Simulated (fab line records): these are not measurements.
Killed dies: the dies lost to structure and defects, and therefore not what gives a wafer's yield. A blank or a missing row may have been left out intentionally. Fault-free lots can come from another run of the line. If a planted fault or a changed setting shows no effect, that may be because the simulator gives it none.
Matching of chambers || flow n5_finfet || rie_si-04 running N5_FIN_SAQP_ETCH_65: 3 sister chambers
The step etches SiO2 in CF4, target depth 4 nm, time 4.4 s. 16 wafers are shown with their chamber, then 6 later ones without.

WAFERS WITH THEIR CHAMBER
{"wafer": "L074.2", "chamber": 3, "throttle_valve_pct (%)": 22.26, "oes_product_au (a.u.)": 0.984}
{"wafer": "L074.3", "chamber": 0, "throttle_valve_pct (%)": 21.80, "oes_product_au (a.u.)": 0.986}
{"wafer": "L074.6", "chamber": 2, "throttle_valve_pct (%)": 21.91, "oes_product_au (a.u.)": 1.016}
{"wafer": "L081.2", "chamber": 3, "throttle_valve_pct (%)": 22.24, "oes_product_au (a.u.)": 0.972}
{"wafer": "L081.3", "chamber": 0, "throttle_valve_pct (%)": 21.80, "oes_product_au (a.u.)": 0.979}
{"wafer": "L081.5", "chamber": 2, "throttle_valve_pct (%)": 21.94, "oes_product_au (a.u.)": 1.025}
{"wafer": "L083.2", "chamber": 3, "throttle_valve_pct (%)": 22.26, "oes_product_au (a.u.)": 0.971}
{"wafer": "L083.3", "chamber": 0, "throttle_valve_pct (%)": 21.80, "oes_product_au (a.u.)": 0.967}
{"wafer": "L083.5", "chamber": 3, "throttle_valve_pct (%)": 22.24, "oes_product_au (a.u.)": 0.971}
{"wafer": "L084.1", "chamber": 2, "throttle_valve_pct (%)": 21.92, "oes_product_au (a.u.)": 1.018}
{"wafer": "L084.4", "chamber": 3, "throttle_valve_pct (%)": 22.26, "oes_product_au (a.u.)": 0.980}
{"wafer": "L084.6", "chamber": 3, "throttle_valve_pct (%)": 22.25, "oes_product_au (a.u.)": 0.976}
{"wafer": "L086.2", "chamber": 2, "throttle_valve_pct (%)": 21.93, "oes_product_au (a.u.)": 1.021}
{"wafer": "L086.3", "chamber": 0, "throttle_valve_pct (%)": 21.79, "oes_product_au (a.u.)": 0.970}
{"wafer": "L086.4", "chamber": 3, "throttle_valve_pct (%)": 22.26, "oes_product_au (a.u.)": 0.965}
{"wafer": "L087.1", "chamber": 3, "throttle_valve_pct (%)": 22.27, "oes_product_au (a.u.)": 0.977}

SIGNATURES (means of the wafers above)
{"reading": "throttle_valve_pct", "chamber 0": 21.7975, "chamber 2": 21.9250, "chamber 3": 22.2550, "scatter within a chamber": 0.0103}
{"reading": "oes_product_au", "chamber 0": 0.97550, "chamber 2": 1.02000, "chamber 3": 0.97450, "scatter within a chamber": 0.00633}
Rule: distance of a wafer from a chamber = root of the sum over the readings of ((wafer's reading minus chamber's mean) / reading's scatter) squared. If the next closest chamber is less than 2 further off than the closest, the wafer can't be placed; otherwise it belongs to the closest. The scatter: the root of (the sum of the squares of (reading less its chamber's mean) over the shown wafers, divided by (wafers less chambers)).

WAFERS MISSING THEIR CHAMBER
{"wafer": "L087.6", "throttle_valve_pct (%)": 22.26, "oes_product_au (a.u.)": 0.981}
{"wafer": "L089.4", "throttle_valve_pct (%)": 21.92, "oes_product_au (a.u.)": 1.005}
{"wafer": "L089.5", "throttle_valve_pct (%)": 21.79, "oes_product_au (a.u.)": 0.964}
{"wafer": "L092.4", "throttle_valve_pct (%)": 22.26, "oes_product_au (a.u.)": 0.983}
{"wafer": "L092.5", "throttle_valve_pct (%)": 21.92, "oes_product_au (a.u.)": 1.036}
{"wafer": "L092.6", "throttle_valve_pct (%)": 22.26, "oes_product_au (a.u.)": 0.993}

CHAMBER TAKEN BY EACH
{"wafer": "L087.6", "from the rows above": 3, "in truth": 3}
{"wafer": "L089.4", "from the rows above": 2, "in truth": 2}
{"wafer": "L089.5", "from the rows above": 0, "in truth": 0}
{"wafer": "L092.4", "from the rows above": 3, "in truth": 3}
{"wafer": "L092.5", "from the rows above": 2, "in truth": 2}
{"wafer": "L092.6", "from the rows above": 3, "in truth": 3}
6 of 6 placed correctly. From these rows, 0 cannot be placed. Wrongly placed: 0.
